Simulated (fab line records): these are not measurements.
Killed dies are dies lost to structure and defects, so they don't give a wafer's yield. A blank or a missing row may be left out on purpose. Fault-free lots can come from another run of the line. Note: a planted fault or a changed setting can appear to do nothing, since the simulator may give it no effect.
Which tool is to blame?	flow n5_finfet	6 lots, 18 wafers sampled, at 2 steps of a route of 1938

== WHAT EACH GAUGE READ, for each wafer ==
N5_BEOL_M8_CD_MEAS_18: pitch 80 nm, target cd 40 nm.
lot	measured	on	cd_nm (nm)
L988	day 9 18:55	cd_sem-02	39.5 40.5 40.3
L990	day 10 11:25	cd_sem-01	39.8 39.9 40.9
L992	day 10 17:26	cd_sem-02	39.3 40.0 40.2
L995	day 11 12:10	cd_sem-03	40.6 39.8 39.9
L998	day 12 17:08	cd_sem-03	40.3 41.2 39.8
L108	day 15 15:19	cd_sem-02	41.1 40.6 40.3

== WHAT TOOL EACH LOT RAN ON (gives the tool, then ch and the chambers of the sampled wafers, and finally the start) ==
lot	N5_BEOL_M8_STRIP_67
L988	rie_diel-06 ch 0,2, day 9 18:42
L990	rie_diel-06 ch 0,1,3, day 10 11:05
L992	rie_diel-06 ch 0,1, day 10 17:13
L995	rie_diel-06 ch 1,2,3, day 11 11:56
L998	rie_diel-02 ch 0,1,3, day 12 16:54
L108	rie_diel-06 ch 0,1,3, day 15 15:05
- N5_BEOL_M8_STRIP_67: strips in CF4.

== THE ANSWER, worked out from the rows above alone ==
Rule: the lots themselves supply what counts as usual. Put in order of their means at a reading, lots are off if they are a third of the lots or fewer, leave a main group of 4 or more, and stand apart from it by a gap of 3 or more times the standard deviation of the main group's means; of several such gaps the widest counts. The tables above print the reading to a certain number of digits; a main group whose means all agree to those digits is not used. A lot without any number at a reading at which 4 lots or more have one is off too. Any other lot the step has rows for is counted as sound.
Nothing can be told from this: no lot is off at any reading shown.

== WHAT THE SIMULATOR PUT IN ==
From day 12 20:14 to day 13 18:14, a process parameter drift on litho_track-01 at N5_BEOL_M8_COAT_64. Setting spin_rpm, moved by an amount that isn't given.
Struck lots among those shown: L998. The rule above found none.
